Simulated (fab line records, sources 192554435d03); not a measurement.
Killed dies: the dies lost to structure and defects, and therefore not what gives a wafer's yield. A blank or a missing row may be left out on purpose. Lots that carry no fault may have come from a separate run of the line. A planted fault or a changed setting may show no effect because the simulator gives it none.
fab line records	flow n5_finfet
record: lots: 9	wafers: 27	last_day: 17
route steps=1938 shown ZERO_LAYER@13 WELL_APT@39 PMOS_HMC_CHANNEL_EPI@57 BEOL_M4@1111 PASSIVATION@1936
lots untouched by any fault: they come from a run of this same line in which no faults occurred
start_h: hours from the record's first day to the start of the lot's first wafer shown	wait_h: hours elapsed since this lot's preceding step	" same as the row above	L1.1+2: one row covering several wafers at once	- no value present, or no start provided	* or withheld: withheld	< > ~ a bound
route shown NAME@n: names a module that has steps shown in the file, with the first one's number in the route	usual: mean and standard deviation over wafers with no fault	same: alike in all rows	chamber/n: place in a boat	sites: per-site readings	_std_site: standard deviation of those values	_edge_site: mean of outer sites minus mean of inner sites	radius_mm: for every site, how far away it sits from the centre of the wafer	mask NAME#n: copy n	behind: the most recent tool/chamber to have shaped the wafer	hold: reason for holding the lot/hours on hold/outcome of the hold	device: which transistor (n, p or np) failed to switch	end of line: tests run on the same wafers once the route is complete	a step with no rows: only its recipe	killed: dies that structure and defects cost at the first sort, which is not the same as the wafer's yield	map: the dies of a wafer, with x for killed, . for not killed, _ for no die there
set.NAME: setting as actually run; set.NAME@STEP: the setting as run at that earlier step	model.NAME: the simulator's own value behind a step, which no gauge read
route steps across a sampled set of lots; one table per step, one row per wafer
services: when a tool's chamber went out of use (start_h, in hours from the record's first day, below 0 if earlier), for how many hours, and the reason
== steps ==
step: N5_ZERO_LAYER_CD_MEAS_11
recipe: target_cd_nm: 2000	landing_energy_ev: 500	detector: se_inlens
usual: cd_nm: 2000.1/1.7
lot.wafer	tool	chamber	start_h	wait_h	cd_nm
L567.2	cd_sem-03	0	12.77	-	2002.5
L567.3	"	0	"	"	2000.8
L567.4	"	0	"	"	2004.1
L568.1	cd_sem-02	0	18.64	-	2001.9
L568.4	"	0	"	"	2002.4
L568.5	"	0	"	"	2002.1
L571.1	cd_sem-01	0	36.65	-	2002.4
L571.4	"	0	"	"	2001.0
L571.5	"	0	"	"	2002.0
L576.1	cd_sem-01	0	66.64	-	2001.0
L576.4	"	0	"	"	2002.5
L576.5	"	0	"	"	2002.0
L586.1	cd_sem-02	0	126.77	-	1998.9
L586.5	"	0	"	"	1999.5
L586.6	"	0	"	"	2002.0
L587.1	cd_sem-03	0	132.64	-	2001.3
L587.3	"	0	"	"	2001.8
L587.4	"	0	"	"	1999.4
L588.2	cd_sem-01	0	138.78	-	1999.5
L588.4	"	0	"	"	1999.2
L588.5	"	0	"	"	1998.4
L589.1	cd_sem-01	0	144.68	-	2001.1
L589.3	"	0	"	"	2000.8
L589.6	"	0	"	"	2000.3
L590.3	cd_sem-02	0	150.64	-	1997.2
L590.4	"	0	"	"	1998.4
L590.6	"	0	"	"	1996.7
step: N5_WELL_APT_EXPOSE_22
recipe: mask_id: PWELL	na: 0.8	source_shape: conventional	sigma_outer: 0.8	polarization: unpolarized	defocus_nm: 0	target_cd_nm: 200	dose_mj: 23.2
usual: stage_vel_mm_s: 500.0/0.3
lot.wafer	tool	chamber	start_h	wait_h	mask	stage_vel_mm_s
L567.2	krf_scanner-02	0	15.03	-	PWELL#0	499.7
L567.3	"	0	"	"	PWELL#0	499.7
L567.4	"	0	"	"	PWELL#0	500.2
L568.1	krf_scanner-02	0	20.53	-	PWELL#0	500.1
L568.4	"	0	"	"	PWELL#0	500.1
L568.5	"	0	"	"	PWELL#0	500.3
L571.1	krf_scanner-02	0	39.05	-	PWELL#0	499.9
L571.4	"	0	"	"	PWELL#0	499.9
L571.5	"	0	"	"	PWELL#0	499.6
L576.1	krf_scanner-02	0	69.36	-	PWELL#0	499.9
L576.4	"	0	"	"	PWELL#0	499.5
L576.5	"	0	"	"	PWELL#0	499.7
L586.1	krf_scanner-01	0	129.33	-	PWELL#0	499.9
L586.5	"	0	"	"	PWELL#0	499.7
L586.6	"	0	"	"	PWELL#0	499.8
L587.1	krf_scanner-01	0	134.53	-	PWELL#0	499.9
L587.3	"	0	"	"	PWELL#0	499.9
L587.4	"	0	"	"	PWELL#0	499.8
L588.2	krf_scanner-02	0	140.81	-	PWELL#0	499.7
L588.4	"	0	"	"	PWELL#0	500.1
L588.5	"	0	"	"	PWELL#0	500.0
L589.1	krf_scanner-02	0	147.16	-	PWELL#0	500.4
L589.3	"	0	"	"	PWELL#0	500.4
L589.6	"	0	"	"	PWELL#0	500.3
L590.3	krf_scanner-02	0	152.72	-	PWELL#0	500.1
L590.4	"	0	"	"	PWELL#0	500.3
L590.6	"	0	"	"	PWELL#0	500.0
step: N5_WELL_APT_CD_MEAS_25
recipe: target_cd_nm: 200	landing_energy_ev: 500	detector: se_inlens
usual: cd_nm: 200.4/1.5
lot.wafer	tool	chamber	start_h	wait_h	cd_nm
L567.2	cd_sem-01	0	15.20	-	198.9
L567.3	"	0	"	"	198.0
L567.4	"	0	"	"	200.6
L568.1	cd_sem-03	0	20.71	-	203.0
L568.4	"	0	"	"	200.7
L568.5	"	0	"	"	200.8
L571.1	cd_sem-02	0	39.23	-	200.5
L571.4	"	0	"	"	200.6
L571.5	"	0	"	"	199.7
L576.1	cd_sem-02	0	69.53	-	193.3
L576.4	"	0	"	"	195.2
L576.5	"	0	"	"	202.5
L586.1	cd_sem-01	0	129.50	-	198.8
L586.5	"	0	"	"	199.3
L586.6	"	0	"	"	196.8
L587.1	cd_sem-01	0	134.70	-	200.9
L587.3	"	0	"	"	200.5
L587.4	"	0	"	"	201.5
L588.2	cd_sem-03	0	140.98	-	202.0
L588.4	"	0	"	"	202.2
L588.5	"	0	"	"	203.0
L589.1	cd_sem-03	0	147.33	-	200.1
L589.3	"	0	"	"	200.0
L589.6	"	0	"	"	200.0
L590.3	cd_sem-02	0	152.88	-	199.7
L590.4	"	0	"	"	200.1
L590.6	"	0	"	"	201.9
step: N5_WELL_APT_RTA_34
recipe: temp_c: 1000	time_s: 10	ambient: N2	idle_temp_c: 600	ramp_up_c_per_s: 150	ramp_down_c_per_s: 60	cool_to_c: 600
usual: lamp_power_pct: 13.01/0.052	lamp_zone_3_pct: 12.993/0.03	lamp_zone_5_pct: 12.995/0.028	wafer_temp_C_max: 1003.5/1
same: time_s: 10
lot.wafer	tool	chamber	start_h	wait_h	lamp_power_pct	lamp_zone_3_pct	lamp_zone_5_pct	wafer_temp_C_max
L567.2	rtp_anneal-02	0	16.11	0.0	12.92	12.994	12.996	1004.8
L567.3	"	0	"	"	13.06	12.955	12.995	1004.0
L567.4	"	0	"	"	13.07	13.026	12.999	1004.5
L568.1	rtp_anneal-01	0	23.12	0.1	13.00	13.013	12.968	1003.6
L568.4	"	0	"	"	13.05	13.001	12.995	1003.5
L568.5	"	0	"	"	12.99	13.039	13.043	1002.7
L571.1	rtp_anneal-01	0	40.25	0.1	12.94	13.028	12.911	1003.7
L571.4	"	0	"	"	12.97	13.007	13.003	1004.2
L571.5	"	0	"	"	12.99	13.003	13.048	1003.7
L576.1	rtp_anneal-01	0	70.57	0.2	12.97	12.968	12.997	1005.0
L576.4	"	0	"	"	12.99	12.920	13.014	1002.8
L576.5	"	0	"	"	13.04	13.037	12.996	1005.7
L586.1	rtp_anneal-01	0	130.36	0.0	13.03	12.986	13.027	1005.4
L586.5	"	0	"	"	13.04	13.046	12.978	1004.7
L586.6	"	0	"	"	13.05	13.006	12.977	1004.0
L587.1	rtp_anneal-01	0	135.71	0.2	13.00	13.035	12.998	1002.9
L587.3	"	0	"	"	12.96	12.985	12.978	1001.8
L587.4	"	0	"	"	12.98	13.031	13.010	1004.7
L588.2	rtp_anneal-02	0	141.87	0.0	12.96	12.998	12.971	1003.3
L588.4	"	0	"	"	13.07	12.966	13.009	1005.8
L588.5	"	0	"	"	12.98	12.987	13.004	1004.1
L589.1	rtp_anneal-01	0	148.40	0.2	13.02	12.990	12.992	1005.6
L589.3	"	0	"	"	13.06	12.975	13.045	1003.1
L589.6	"	0	"	"	12.92	13.012	12.980	1002.7
L590.3	rtp_anneal-02	0	153.83	0.1	13.01	12.960	13.027	1005.5
L590.4	"	0	"	"	13.09	12.949	12.954	1002.8
L590.6	"	0	"	"	13.01	12.993	12.961	1004.2
step: N5_PMOS_HMC_CHANNEL_EPI_HM_DEP_34
recipe: material: SiO2	target_thk_a: 360	temp_c: 400	precursor: TEOS/O2	pressure_torr: 6.5	rf_w: 900	teos_flow_sccm: 161.4	gas: O2	flow_sccm: 2650	time_s: 6.9
usual: heater_power_w: 567/110	showerhead_plenum_p_Torr: 8.35/0.041	showerhead_vpp_V: 1895/64	throttle_valve_pct: 18.6/1.1
same: time_s: 6.9
lot.wafer	tool	chamber	start_h	wait_h	heater_power_w	showerhead_plenum_p_Torr	showerhead_vpp_V	throttle_valve_pct
L567.2	pecvd-02	1	17.01	0.0	481	8.33	1825	19.8
L567.3	"	0	"	"	815	8.27	1904	20.0
L567.4	"	1	"	"	490	8.33	1840	20.0
L568.1	pecvd-01	2	24.23	0.0	460	8.36	1753	17.5
L568.4	"	1	"	"	499	8.37	1894	18.3
L568.5	"	0	"	"	638	8.35	1987	19.4
L571.1	pecvd-03	0	41.18	0.0	513	8.39	1870	17.6
L571.4	"	2	"	"	690	8.39	1950	17.4
L571.5	"	1	"	"	583	8.36	1986	18.2
L576.1	pecvd-03	2	71.48	0.0	716	8.37	1931	17.6
L576.4	"	0	"	"	496	8.42	1868	17.8
L576.5	"	2	"	"	692	8.36	1937	17.5
L586.1	pecvd-02	0	131.27	0.0	808	8.30	1923	20.1
L586.5	"	1	"	"	476	8.31	1842	19.9
L586.6	"	2	"	"	323	8.37	1875	17.2
L587.1	pecvd-03	1	136.63	0.0	590	8.39	2010	18.4
L587.3	"	0	"	"	558	8.42	1856	17.5
L587.4	"	0	"	"	555	8.41	1874	17.5
L588.2	pecvd-02	1	142.77	0.0	547	8.31	1868	20.0
L588.4	"	1	"	"	552	8.34	1866	20.1
L588.5	"	2	"	"	416	8.37	1834	17.0
L589.1	pecvd-01	2	149.32	0.0	439	8.35	1764	17.8
L589.3	"	0	"	"	535	8.36	1984	20.0
L589.6	"	1	"	"	470	8.34	1883	18.5
L590.3	pecvd-03	2	154.72	0.0	680	8.38	1920	17.7
L590.4	"	1	"	"	505	8.40	1968	18.2
L590.6	"	2	"	"	706	8.37	1921	17.9
step: N5_BEOL_M4_RC_MEAS_101
usual: DIBL_N: 36.3/1.4	DIBL_P: 36.2/1.5	IOFF_N: 0.160/0.021	IOFF_P: 0.211/0.027	ION_N: 676/7.7	ION_P: 463/5.5	SS_N: 71.4/0.57	SS_P: 73.3/0.58	VT_N: 249.3/2.5	VT_P: -250.1/2.6
lot.wafer	tool	chamber	start_h	wait_h	DIBL_N[mV/V]	DIBL_P[mV/V]	IOFF_N[nA/um]	IOFF_P[nA/um]	ION_N[uA/um]	ION_P[uA/um]	SS_N[mV/dec]	SS_P[mV/dec]	VT_N[mV]	VT_P[mV]
L567.2	prober-01	0	163.00	0.2	34.3	34.3	0.147	0.183	673	460	71.0	73.4	249.2	-253.5
L567.3	"	0	"	"	35.3	34.4	0.144	0.182	667	455	71.3	73.5	251.0	-253.1
L567.4	"	0	"	"	36.3	35.6	0.168	0.192	679	460	72.2	73.1	247.8	-251.2
L568.1	prober-01	0	181.54	0.0	38.2	38.3	0.174	0.251	683	471	72.4	73.7	248.6	-245.4
L568.4	"	0	"	"	37.7	36.9	0.154	0.215	675	464	72.0	73.3	250.5	-246.7
L568.5	"	0	"	"	39.7	38.2	0.195	0.248	675	465	72.0	73.9	248.5	-249.7
L571.1	prober-02	0	189.07	0.0	37.4	38.7	0.190	0.217	691	466	71.3	72.6	247.0	-251.9
L571.4	"	0	"	"	35.2	35.6	0.150	0.176	671	457	70.5	72.5	248.2	-253.0
L571.5	"	0	"	"	37.5	38.4	0.201	0.208	688	466	71.4	72.7	245.2	-251.5
L576.1	prober-02	0	222.49	0.0	34.5	35.8	0.155	0.194	687	471	71.6	72.5	249.1	-251.3
L576.4	"	0	"	"	34.5	35.7	0.148	0.189	685	462	71.3	72.8	249.6	-249.6
L576.5	"	0	"	"	34.8	36.1	0.159	0.199	690	467	71.2	73.2	249.1	-253.2
L586.1	prober-02	0	276.11	0.0	35.1	33.6	0.140	0.178	667	459	70.2	72.8	251.3	-250.3
L586.5	"	0	"	"	35.0	34.5	0.153	0.185	680	460	71.4	73.0	246.7	-255.1
L586.6	"	0	"	"	34.2	33.2	0.135	0.174	668	455	70.4	72.7	249.4	-253.7
L587.1	prober-02	0	296.92	0.0	36.2	37.0	0.155	0.210	681	465	71.0	72.6	248.7	-248.2
L587.3	"	0	"	"	33.3	34.4	0.112	0.168	667	460	70.5	72.3	252.3	-251.6
L587.4	"	0	"	"	35.4	36.0	0.134	0.185	676	465	71.1	72.1	250.8	-252.4
L588.2	prober-01	0	300.78	0.2	36.7	38.9	0.172	0.245	678	468	71.2	73.8	248.6	-249.6
L588.4	"	0	"	"	34.1	35.2	0.128	0.191	662	462	70.9	72.5	250.9	-248.4
L588.5	"	0	"	"	34.5	36.2	0.141	0.199	671	461	70.6	73.5	251.8	-251.2
L589.1	prober-01	0	308.31	0.0	36.9	37.2	0.179	0.233	680	468	71.7	73.4	249.0	-246.6
L589.3	"	0	"	"	36.1	36.4	0.162	0.231	683	469	71.4	74.0	249.9	-250.1
L589.6	"	0	"	"	37.2	37.9	0.189	0.242	687	471	72.7	74.3	247.6	-248.8
L590.3	prober-01	0	313.48	0.3	36.2	36.6	0.155	0.221	673	465	71.6	74.1	250.7	-249.9
L590.4	"	0	"	"	35.2	34.4	0.125	0.181	660	451	70.8	73.0	253.3	-250.6
L590.6	"	0	"	"	37.5	37.0	0.157	0.228	673	460	71.8	74.3	250.6	-249.8
step: N5_PASSIVATION_PROBE_49
usual: defect_limited_yield: 91.3/1.4	killed_at_M0_to_M3: 34/10	killed_at_M4_up: 13/4.8	killed_at_contacts: 12/6.1	killed_at_front_end: 40/11	killed_at_other: 3.7/2.8	killed_dies: 103/16	killed_on_rim: 13/3.6	killed_open: 67/12	killed_short: 34/7.4	sort_bin_5_function: 5.1/0.95	sort_bin_6_memory: 3.2/0.62	sort_n_pass: 1077/16	sort_yield_pct: 91.3/1.4
same: gross_dies: 1180	killed_at_back_side: 0	sort_bin_4_leakage[%]: 0	sort_bin_8_speed[%]: 0
lot.wafer	tool	chamber	start_h	wait_h	defect_limited_yield[%]	killed_at_M0_to_M3	killed_at_M4_up	killed_at_contacts	killed_at_front_end	killed_at_other	killed_dies	killed_on_rim	killed_open	killed_short	sort_bin_5_function[%]	sort_bin_6_memory[%]	sort_n_pass	sort_yield_pct[%]
L576.1	prober-01	-	323.44	0.0	90.8	24	13	10	57	4	108	15	66	42	5.1	3.8	1072	90.8
L576.4	prober-01	-	323.59	0.2	91.6	29	9	2	53	6	99	17	73	25	5.0	3.1	1081	91.6
L576.5	prober-01	-	323.64	0.2	89.6	51	21	11	38	2	123	16	84	37	7.0	2.6	1057	89.6
killed by level:class
L576.1 FIN_SAQP:geometric_particle:open=19 FIN_SAQP:geometric_particle:short=14 MOL_CONTACT_COAG:geometric_particle:open=8 BEOL_M0_SAQP:geometric_particle:short=8 BEOL_M3:geometric_particle:open=7 DUMMY_GATE:geometric_particle:open=5 BEOL_M4:geometric_particle:short=5 STI_FIN_REVEAL:geometric_particle:open=3
L576.4 FIN_SAQP:geometric_particle:open=18 BEOL_M2:geometric_particle:open=11 DUMMY_GATE:geometric_particle:open=8 STI_FIN_REVEAL:geometric_particle:open=6 BEOL_M3:geometric_particle:open=6 BEOL_M2:geometric_particle:short=5 STI_FIN_REVEAL:geometric_particle:short=5 FIN_SAQP:geometric_particle:short=4
L576.5 BEOL_M0_SAQP:geometric_particle:short=16 BEOL_M0_SAQP:geometric_particle:open=13 DUMMY_GATE:geometric_particle:open=8 MOL_CONTACT_COAG:geometric_particle:open=8 FIN_SAQP:geometric_particle:open=7 BEOL_M3:geometric_particle:open=7 BEOL_M1:geometric_particle:open=7 BEOL_M5:geometric_particle:open=7
== services ==
tool	chamber	start_h	hours	kind
pecvd-01	-	-7.56	6.0	pm
krf_scanner-01	-	-5.50	0.8	repair
krf_scanner-02	-	-2.73	0.9	repair
krf_scanner-02	-	1.60	0.9	repair
krf_scanner-01	-	9.23	2.8	repair
pecvd-02	2	21.21	-	clean
pecvd-02	2	21.21	-	consumable_replace:showerhead
pecvd-02	2	21.21	29.0	scheduled_down
pecvd-02	2	21.21	29.0	vent_cycle
krf_scanner-02	-	28.60	1.0	pm
rtp_anneal-02	-	29.01	48.5	pm
krf_scanner-02	-	32.69	4.4	pm
pecvd-02	1	42.57	5.5	scheduled_down
krf_scanner-02	-	63.21	0.8	pm
krf_scanner-01	-	65.61	2.4	repair
krf_scanner-02	0	71.86	-	calibration
pecvd-02	2	97.22	16.3	repair
pecvd-03	1	113.58	5.5	scheduled_down
krf_scanner-01	-	125.18	1.0	pm
krf_scanner-01	-	129.84	1.7	repair
pecvd-01	-	145.65	1.2	repair
krf_scanner-01	-	147.79	1.3	pm
krf_scanner-01	-	149.09	0.8	pm
pecvd-01	-	154.03	5.5	pm
== key ==
first_sign: step: N5_WELL_APT_CD_MEAS_25	reading: cd_nm	direction: down	sigmas: 4.1	usual: 200.4	struck: 194.3
effect none on later readings
met_at N5_WELL_APT_EXPOSE_22
struck_lots L576
struck_wafers L576.1,L576.4
not_acting_at N5_ZERO_LAYER_CD_MEAS_11,N5_WELL_APT_RTA_34,N5_PMOS_HMC_CHANNEL_EPI_HM_DEP_34
onset_between 39.05 69.36
fault: kind: process_parameter_drift	tool: krf_scanner-02	chamber: -	onset_h: 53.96	steps: N5_WELL_APT_EXPOSE_22	channel: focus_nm	offset: 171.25	shape: step	end_h: 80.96	scope: struck_wafers_only
